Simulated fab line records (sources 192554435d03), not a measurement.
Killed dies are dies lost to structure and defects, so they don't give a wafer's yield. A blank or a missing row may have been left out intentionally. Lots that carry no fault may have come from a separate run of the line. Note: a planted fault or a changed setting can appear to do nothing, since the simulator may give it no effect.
Code-filled problem report in 8D (eight disciplines) form | flow n5_finfet | the parts of the form that need people (team, actions taken, sign-off) are left out

== 1. PROBLEM STATEMENT ==
Across 3 wafers from 3 lots, M10_THK at N5_BEOL_M10_THK_MEAS_53 averages 262 nm, while fault-free wafers read 140 nm with a standard deviation of 3.5. That puts it +35 standard deviations away from the usual mean.
The step: measures by xrf.
Seen first at day 15 07:46 on film_metro-01, wafer L127.2. At this step, 24 wafers from 9 lots have a number in the record. The rule behind "out" and "out of limits": a value lying over 4 standard deviations away from the usual mean. All remaining wafers that have a number are taken as sound.

== 2. WHAT IT IS; WHAT IT IS NOT ==
question                    | is                     | is not
which readings at this step | M10_THK                | -
which lots                  | L127, L129, L132       | L119, L121, L123, L137, L138, L139
which wafers of those lots  | L127.2, L129.4, L132.2 | L127.1, L129.5, L132.1
read on which gauges        | film_metro-01          | film_metro-02
when                        | from day 15 07:46      | up to then (10 sound wafers); but 11 sound wafers of L129, L132, L137, L138, L139 came after

== 3. WHAT RULES OUT EACH SUSPECT ==
Counting: if a tool at a process step up to the reading ran every lot that is out, it stays a suspect. Sound lots after the first of them don't rule it out here, since some wafers of a struck lot are sound.
- the gauge at N5_BEOL_M10_THK_MEAS_53 has been ruled out. All the wafers that are out were read on film_metro-01, but those of them that N5_BEOL_M10_CMP_52 has rows for are out there too, on other tools.
- cmp-04 at N5_BEOL_M10_CMP_52 (polishes, stops on SiCOH lowk, t overpolish 7 s, target thk 140 nm): kept. Ran every lot that is out, first one L127 (day 15 07:30); last sound lot up to then L121 (day 12 23:26). Its own barrier_field_endpoint_s, overpolish_run_s, time_to_endpoint_s readings are out on those wafers.
- At N5_BEOL_M10_CMP_52, inside cmp-04: chamber 0 took the wafers that are out, while their sound lot-mates went through chambers 1, 2.
After counting, what remains is cmp-04 at N5_BEOL_M10_CMP_52.

== 4. THE CAUSE (what the simulator had put in) ==
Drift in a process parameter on cmp-04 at N5_BEOL_M10_CMP_52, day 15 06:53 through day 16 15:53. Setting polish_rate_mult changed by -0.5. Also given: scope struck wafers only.
Only this tool survived the counting.

== 5. THE EFFECT CHAIN, in route order ==
One row per reading whose mean, taken over the struck wafers that have a number, lies over 3 standard deviations from the usual. Only readings whose record carries a usual standard deviation are examined. hours: median over the lots of the time between each lot's start at the first step of this table that gives one and its start at this step. sigmas: the change, counted in usual standard deviations.
hours | step                    | reading                  | usual   | on struck wafers | change | sigmas
0     | N5_BEOL_M10_CMP_52      | barrier_field_endpoint_s | 28.9 s  | 47.0             | +18.1  | +27
0     | N5_BEOL_M10_CMP_52      | overpolish_run_s         | 7.000 s | 0.044            | -6.956 | -99 or more
0     | N5_BEOL_M10_CMP_52      | time_to_endpoint_s       | 66.5 s  | 85.0             | +18.5  | +6.2
0     | N5_BEOL_M10_THK_MEAS_53 | M10_THK                  | 140 nm  | 262              | +122   | +35
0     | N5_BEOL_M10_INSPECT_58  | raw_defect_count         | 68      | 2231             | +2163  | +99 or more
50    | N5_PASSIVATION_PROBE_49 | defect_limited_yield     | 91.4 %  | 0.0              | -91.4  | -76
50    | N5_PASSIVATION_PROBE_49 | killed_at_M4_up          | 14      | 1093             | +1079  | +99 or more
50    | N5_PASSIVATION_PROBE_49 | killed_dies              | 102     | 1180             | +1078  | +72
50    | N5_PASSIVATION_PROBE_49 | killed_on_rim            | 13      | 152              | +139   | +39
50    | N5_PASSIVATION_PROBE_49 | sort_n_pass              | 1078    | 0                | -1078  | -72
50    | N5_PASSIVATION_PROBE_49 | sort_yield_pct           | 91.4 %  | 0.0              | -91.4  | -76
Here are the process steps it includes:
- N5_BEOL_M10_CMP_52: polishes, stops on SiCOH lowk, t overpolish 7 s, target thk 140 nm.
- N5_PASSIVATION_PROBE_49

== 6. WHAT WOULD HAVE CAUGHT IT SOONER ==
In this record the first reading out of limits at a measuring or inspecting step was taken at day 15 07:46, 1 hour after the fault began at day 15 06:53.
Tool's own readings at N5_BEOL_M10_CMP_52, barrier_field_endpoint_s, overpolish_run_s, time_to_endpoint_s: out on all struck wafers the step has rows for; an alarm limit on them would have tripped on the first.
L129, L132, from the lots that are out (3), started N5_BEOL_M10_CMP_52 on cmp-04 later than day 15 07:46. A hold on the tool at that time would have spared those 2.
